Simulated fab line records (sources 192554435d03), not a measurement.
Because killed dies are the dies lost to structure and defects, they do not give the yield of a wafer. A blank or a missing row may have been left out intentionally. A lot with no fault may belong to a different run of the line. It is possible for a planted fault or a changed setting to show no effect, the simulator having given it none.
fab line records    flow n5Finfet
record: lots: 6  wafers: 18  lastDay: 17
route steps=1938 shown TV_OPEN@1889 PAD_METAL@1893 PASSIVATION@1897
lots that met no fault: from a run of the same line without faults
startH: hours from the record's opening day to when the first of the lot's shown wafers began    waitH: hours since the lot's step before    " identical to the entry in the row above    L1.1+2: a row that stands for several wafers    - value missing, or start not given    * or withheld: withheld    < > ~ a bound
route shown NAME@n: names a module that has steps shown in the file, with the first one's number in the route    usual: mean and standard deviation over wafers with no fault    same: alike in all rows    chamber/n: place in a boat    sites: per-site readings    _std_site: how widely they spread, as a standard deviation    _edge_site: inner sites' mean taken away from outer sites' mean    radiusMm: how far each site lies from the wafer's centre    mask NAME#n: copy n    behind: tool/chamber where the wafer was last shaped    hold: why the lot went on hold/how many hours it stayed there/how the hold came to an end    device: transistor that didn't switch, given as n, p or np    end of line: at the end of the route, the tests of the same wafers    a step without rows: its recipe alone    killed: dies that structure and defects cost at the first sort, which is not the same as the wafer's yield    map: the dies of a wafer, with x for killed, . for not killed, _ for no die there
set.NAME: the run value of the setting; set.NAME@STEP: its run value at that earlier step    model.NAME: the simulator's own value behind a step, which no gauge read
a table for each step, a row for each wafer; lots at some steps of the route
services: the hour from which a tool's chamber was out of use, counted from the record's first day as startH (under 0 if before that day), plus the number of hours and why
== steps ==
step: N5_PASSIVATION_STRIP_14
recipe: chemistry: O2  powerW: 600  tempC: 60  pressureMtorr: 30  rfFrequencyHz: 6e+07  biasPowerW: 0  overashFraction: 0.5  o2FlowSccm: 225
usual: drypumpMotorCurrentA: 5.72/0.28  oesProductAu: 0.76/0.081  rfVppV: 3.6/0.94  showerheadPlenumPTorr: 2.10/0.078  throttleValvePct: 16.74/0.22
lot.wafer  tool        chamber  startH  waitH  drypumpMotorCurrentA  oesProductAu  rfHoursCounterH  rfVppV  showerheadPlenumPTorr  throttleValvePct
L204.3     rieDiel-05  3        290.08  0.1    6.11                  0.85          49               3.5     2.22                   16.69
L204.5     "           3        "       "      6.10                  0.86          -                5.2     2.22                   16.72
L204.6     "           2        "       "      5.59                  0.85          -                4.6     2.11                   16.51
L213.1     rieDiel-03  0        338.17  0.1    5.42                  0.68          249              3.7     2.04                   16.80
L213.3     "           1        "       "      6.23                  0.67          243              4.5     1.99                   16.98
L213.5     "           0        "       "      5.37                  0.68          -                3.4     2.04                   16.82
L214.1     rieDiel-05  2        338.33  0.1    5.57                  0.81          91               2.7     2.11                   16.51
L214.4     "           0        "       "      5.84                  0.73          198              1.5     2.00                   17.02
L214.5     "           1        "       "      5.74                  0.69          -                3.4     2.06                   16.42
L217.3     rieDiel-06  0        372.21  0.1    5.85                  0.68          209              2.5     2.08                   16.99
L217.5     "           0        "       "      5.83                  0.67          -                3.0     2.08                   17.01
L217.6     "           3        "       "      5.78                  0.82          -                3.1     2.12                   16.94
L220.1     rieDiel-03  2        380.01  0.1    5.49                  0.81          59               3.7     2.23                   16.66
L220.4     "           0        "       "      5.38                  0.94          -                2.7     2.04                   16.31
L220.6     "           2        "       "      5.56                  0.82          -                2.7     2.23                   16.65
L222.1     rieDiel-05  1        403.96  0.1    5.70                  0.67          232              6.1     2.05                   16.44
L222.2     "           3        "       "      6.12                  0.81          79               3.7     2.20                   16.81
L222.5     "           0        "       "      5.83                  0.69          -                3.4     1.99                   17.08
step: N5_PASSIVATION_ETCH_15
recipe: chemistry: CF4/N2  target: SiCN  targetDepthA: 750  taperDeg: 2  timeS: 81.2  ionEnergyEv: 150  maskMaterial: SiNx  pressureMtorr: 40  sourceW: 430  biasW: 70  Ar_flow_sccm: 100  cf4FlowSccm: 60  n2FlowSccm: 60
step: N5_PASSIVATION_STRIP_73
recipe: chemistry: postEtchResidueRemover  timeS: 60  tempC: 25  removerPh: withheld  removerWaterWtPct: withheld  removerFluorideWtPct: withheld
step: N5_PASSIVATION_SRD_17
recipe: timeS: 30  tempC: 23  rinseLiquid: diw  dry: n2Spin  spinRpm: 1500  dryTimeS: 30
step: N5_PASSIVATION_DEGAS_18
recipe: ambient: vacuum  tempC: 300  timeS: 60
usual: heaterPowerW: 444/46
lot.wafer  tool           chamber  startH  waitH  heaterPowerW
L204.3     pvdSputter-03  -        290.75  0.5    402
L204.5     "              -        "       "      361
L204.6     "              -        "       "      431
L213.1     pvdSputter-02  -        338.73  0.4    425
L213.3     "              -        "       "      447
L213.5     "              -        "       "      490
L214.1     pvdSputter-03  -        338.80  0.3    444
L214.4     "              -        "       "      357
L214.5     "              -        "       "      416
L217.3     pvdSputter-02  -        372.73  0.3    463
L217.5     "              -        "       "      502
L217.6     "              -        "       "      463
L220.1     pvdSputter-03  -        383.81  3.6    488
L220.4     "              -        "       "      449
L220.6     "              -        "       "      488
L222.1     pvdSputter-02  -        404.19  0.0    503
L222.2     "              -        "       "      443
L222.5     "              -        "       "      448
step: N5_PASSIVATION_PRE_CLEAN_19
recipe: gas: H2/He  timeS: *  tempC: *
usual: heaterPowerW: 443/46
lot.wafer  tool           chamber  startH  waitH  heaterPowerW
L204.3     pvdSputter-03  -        290.79  0.0    420
L204.5     "              -        "       "      357
L204.6     "              -        "       "      419
L213.1     pvdSputter-02  -        338.77  0.0    414
L213.3     "              -        "       "      457
L213.5     "              -        "       "      495
L214.1     pvdSputter-03  -        338.84  0.0    463
L214.4     "              -        "       "      359
L214.5     "              -        "       "      419
L217.3     pvdSputter-02  -        372.77  0.0    466
L217.5     "              -        "       "      490
L217.6     "              -        "       "      458
L220.1     pvdSputter-03  -        383.85  0.0    504
L220.4     "              -        "       "      450
L220.6     "              -        "       "      489
L222.1     pvdSputter-02  -        404.23  0.0    498
L222.2     "              -        "       "      461
L222.5     "              -        "       "      443
step: N5_PASSIVATION_SPUTTER_20
recipe: material: TaN  targetThkA: 500  tempC: 25  chamberPressurePa: 0.4
usual: throttleValvePct: 29.9/0.85
lot.wafer  tool           chamber  startH  waitH  throttleValvePct
L204.3     pvdSputter-03  -        290.83  0.0    30.7
L204.5     "              -        "       "      30.4
L204.6     "              -        "       "      30.6
L213.1     pvdSputter-02  -        338.81  0.0    28.5
L213.3     "              -        "       "      28.8
L213.5     "              -        "       "      30.2
L214.1     pvdSputter-03  -        338.88  0.0    30.1
L214.4     "              -        "       "      30.1
L214.5     "              -        "       "      30.6
L217.3     pvdSputter-02  -        372.81  0.0    31.3
L217.5     "              -        "       "      30.1
L217.6     "              -        "       "      28.8
L220.1     pvdSputter-03  -        383.89  0.0    29.2
L220.4     "              -        "       "      29.9
L220.6     "              -        "       "      29.4
L222.1     pvdSputter-02  -        404.27  0.0    30.2
L222.2     "              -        "       "      28.8
L222.5     "              -        "       "      28.7
step: N5_PASSIVATION_AL_DEP_21
recipe: material: Al  targetThkA: 28000  tempC: 400  timeS: 170  powerW: 30000  chamberPressurePa: 0.4  gas: Ar
usual: throttleValvePct: 29.9/0.83
lot.wafer  tool           chamber  startH  waitH  throttleValvePct
L204.3     pvdSputter-03  -        290.93  0.1    30.7
L204.5     "              -        "       "      30.5
L204.6     "              -        "       "      31.0
L213.1     pvdSputter-02  -        338.91  0.1    28.9
L213.3     "              -        "       "      29.0
L213.5     "              -        "       "      30.1
L214.1     pvdSputter-03  -        338.98  0.1    30.0
L214.4     "              -        "       "      30.3
L214.5     "              -        "       "      30.7
L217.3     pvdSputter-02  -        372.91  0.1    31.1
L217.5     "              -        "       "      30.0
L217.6     "              -        "       "      28.6
L220.1     pvdSputter-03  -        383.99  0.1    29.3
L220.4     "              -        "       "      30.2
L220.6     "              -        "       "      29.3
L222.1     pvdSputter-02  -        404.37  0.1    29.9
L222.2     "              -        "       "      28.8
L222.5     "              -        "       "      29.0
step: N5_PASSIVATION_HMDS_23
recipe: timeS: 60  tempC: 120
step: N5_PASSIVATION_COAT_24
recipe: spinRpm: 3000  resistThkNm: withheld
step: N5_PASSIVATION_EBR_26
recipe: solvent: PGMEA  ebrWidthMm: 1.5
step: N5_PASSIVATION_SOFTBAKE_25
recipe: tempC: 100  timeS: 90
step: N5_PASSIVATION_EXPOSE_27
recipe: maskId: PAD  na: 0.55  sourceShape: conventional  sigmaOuter: 0.8  polarization: unpolarized  defocusNm: 0  doseMj: 32.3
usual: exposureDoseMJCm2: 32.31/0.031
lot.wafer  tool           chamber  startH  waitH  mask   exposureDoseMJCm2
L204.3     krfScanner-02  0        291.24  -      PAD#0  32.31
L204.5     "              0        "       "      PAD#0  32.31
L204.6     "              0        "       "      PAD#0  32.33
L213.1     krfScanner-02  0        339.33  -      PAD#0  33.47
L213.3     "              0        "       "      PAD#0  33.48
L213.5     "              0        "       "      PAD#0  33.46
L214.1     krfScanner-02  0        339.37  -      PAD#0  33.42
L214.4     "              0        "       "      PAD#0  33.44
L214.5     "              0        "       "      PAD#0  33.41
L217.3     krfScanner-01  0        373.21  -      PAD#0  32.28
L217.5     "              0        "       "      PAD#0  32.28
L217.6     "              0        "       "      PAD#0  32.27
L220.1     krfScanner-01  0        384.29  -      PAD#0  32.31
L220.4     "              0        "       "      PAD#0  32.32
L220.6     "              0        "       "      PAD#0  32.35
L222.1     krfScanner-01  0        404.66  -      PAD#0  32.28
L222.2     "              0        "       "      PAD#0  32.30
L222.5     "              0        "       "      PAD#0  32.23
step: N5_PASSIVATION_PEB_28
recipe: pebTempC: withheld  pebTimeS: *
step: N5_PASSIVATION_DEVELOP_29
recipe: developTimeS: 60  rinseLiquid: diw  dry: airSpin  devTempC: 21
step: N5_PASSIVATION_HARDBAKE_31
recipe: tempC: 130  timeS: 120
step: N5_PASSIVATION_CD_MEAS_30
recipe: targetCdNm: 4000  landingEnergyEv: 500  detector: seInlens  polarity: opening
usual: cdNm: 4001.1/1.9
lot.wafer  tool      chamber  startH  waitH  cdNm
L204.3     cdSem-01  0        291.41  -      4003.5
L204.5     "         0        "       "      4001.0
L204.6     "         0        "       "      4001.9
L213.1     cdSem-01  0        339.51  -      4007.4
L213.3     "         0        "       "      4008.6
L213.5     "         0        "       "      4008.2
L214.1     cdSem-03  0        339.54  -      4007.4
L214.4     "         0        "       "      4003.5
L214.5     "         0        "       "      4007.4
L217.3     cdSem-01  0        373.38  -      4003.3
L217.5     "         0        "       "      3996.4
L217.6     "         0        "       "      4003.5
L220.1     cdSem-02  0        384.46  -      4002.7
L220.4     "         0        "       "      4001.5
L220.6     "         0        "       "      4002.8
L222.1     cdSem-02  0        404.84  -      3999.1
L222.2     "         0        "       "      4001.3
L222.5     "         0        "       "      4000.5
step: N5_PASSIVATION_OVL_MEAS_63
recipe: pointsPerWafer: 44
usual: PAD_OVL: 2/6.3
lot.wafer  tool        chamber  startH  waitH  PAD_OVL[nm]
L204.3     overlay-01  0        291.44  0.0    -3
L204.5     "           0        "       "      -5
L204.6     "           0        "       "      1
L213.1     overlay-02  0        339.54  0.0    0
L213.3     "           0        "       "      4
L213.5     "           0        "       "      6
L214.1     overlay-01  0        339.57  0.0    -2
L214.4     "           0        "       "      -9
L214.5     "           0        "       "      1
L217.3     overlay-01  0        373.41  0.0    4
L217.5     "           0        "       "      5
L217.6     "           0        "       "      6
L220.1     overlay-01  0        384.49  0.0    0
L220.4     "           0        "       "      1
L220.6     "           0        "       "      -4
L222.1     overlay-01  0        404.87  0.0    -6
L222.2     "           0        "       "      -5
L222.5     "           0        "       "      -5
step: N5_PASSIVATION_PROBE_49
usual: defectLimitedYield: 91.1/1.4  killed_at_M0_to_M3: 33/9.1  killed_at_M4_up: 14/5.6  killedAtContacts: 13/5.7  killedAtFrontEnd: 42/12  killedAtOther: 4/3  killedDies: 105/16  killedOpen: 69/11  killedShort: 34/7.5  sort_bin_5_function: 5.2/0.91  sort_bin_6_memory: 3.3/0.64  sort_bin_8_speed: 0.0/0.37  sortNPass: 1075/16  sortYieldPct: 91.1/1.4
same: grossDies: 1180  killedAtBackSide: 0  sort_bin_4_leakage[%]: 0
lot.wafer  tool       chamber  startH  waitH  defectLimitedYield[%]  killed_at_M0_to_M3  killed_at_M4_up  killedAtContacts  killedAtFrontEnd  killedAtOther  killedDies  killedOpen  killedShort  sort_bin_5_function[%]  sort_bin_6_memory[%]  sort_bin_8_speed[%]  sortNPass  sortYieldPct[%]
L214.1     prober-02  -        345.99  0.0    88.6                   33                  21               17                58                5              134         89          43           7.5                     3.7                   0                    1046       88.6
L214.4     prober-02  -        346.14  0.2    89.3                   36                  25               10                51                4              126         83          40           6.0                     4.5                   0                    1054       89.3
L214.5     prober-02  -        346.19  0.2    91.3                   25                  17               11                47                3              103         68          32           4.7                     3.8                   0                    1077       91.3
killed by level:class
L214.1 STI_FIN_REVEAL:geometricParticle:open=22 MOL_CONTACT_COAG:geometricParticle:open=11 FIN_SAQP:geometricParticle:open=10 BEOL_M0_SAQP:geometricParticle:open=9 BEOL_M4:geometricParticle:open=9 BEOL_M0_SAQP:geometricParticle:short=7 BEOL_M3:geometricParticle:open=6 FIN_SAQP:geometricParticle:short=5
L214.4 STI_FIN_REVEAL:geometricParticle:open=16 BEOL_M4:geometricParticle:open=12 BEOL_M0_SAQP:geometricParticle:short=9 STARTING-WAFER:geometricParticle:open=8 MOL_CONTACT_COAG:geometricParticle:open=7 FIN_SAQP:geometricParticle:short=6 BEOL_M0_SAQP:geometricParticle:open=6 BEOL_M1:geometricParticle:short=6
L214.5 STI_FIN_REVEAL:geometricParticle:open=17 GATE_CUT:geometricParticle:short=9 MOL_CONTACT_COAG:geometricParticle:open=8 FIN_SAQP:geometricParticle:open=7 BEOL_M1:geometricParticle:open=7 BEOL_M0_SAQP:geometricParticle:open=6 BEOL_M4:geometricParticle:open=5 STI_FIN_REVEAL:geometricParticle:short=4
== services ==
tool           chamber  startH  hours  kind
krfScanner-01  -        267.23  1.0    repair
rieDiel-06     0        270.40  9.1    repair
rieDiel-05     2        270.47  12.0   repair
krfScanner-02  -        271.90  1.3    pm
krfScanner-01  -        273.20  1.0    pm
krfScanner-02  0        295.55  -      calibration
krfScanner-01  0        295.99  -      calibration
rieDiel-05     3        312.55  6.6    repair
krfScanner-02  -        314.32  0.8    pm
rieDiel-05     2        317.23  1.2    repair
rieDiel-03     2        331.22  2.2    repair
krfScanner-01  -        333.71  1.3    pm
krfScanner-01  -        338.26  3.8    repair
rieDiel-03     0        341.81  -      clean
rieDiel-03     0        341.81  -      consumableReplace:focusRing
rieDiel-03     0        341.81  16.5   scheduledDown
rieDiel-03     0        341.81  16.5   ventCycle
krfScanner-02  -        344.09  0.4    repair
rieDiel-03     1        358.73  -      clean
rieDiel-03     1        358.73  -      consumableReplace:focusRing
krfScanner-02  -        360.11  1.2    repair
krfScanner-02  -        379.18  1.0    pm
rieDiel-06     -        392.00  1.8    repair
krfScanner-01  -        403.37  0.8    pm
== key ==
firstSign: step: N5_PASSIVATION_EXPOSE_27  reading: exposureDoseMJCm2  direction: up  sigmas: 37  usual: 32.31  struck: 33.45
effect: step: N5_PASSIVATION_CD_MEAS_30  reading: cdNm  direction: up  sigmas: 3.1  usual: 4001.1  struck: 4007.1
metAt N5_PASSIVATION_EXPOSE_27
struckWafers L213.1,L213.3,L213.5,L214.1,L214.4,L214.5
onsetBetween 291.24 339.33
fault: kind: processParameterDrift  tool: krfScanner-02  chamber: -  onsetH: 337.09  steps: N5_PASSIVATION_EXPOSE_27  channel: doseMj  offset: 1.1224  shape: step  actsIn: theseRecipesOnly  stated: 32.3
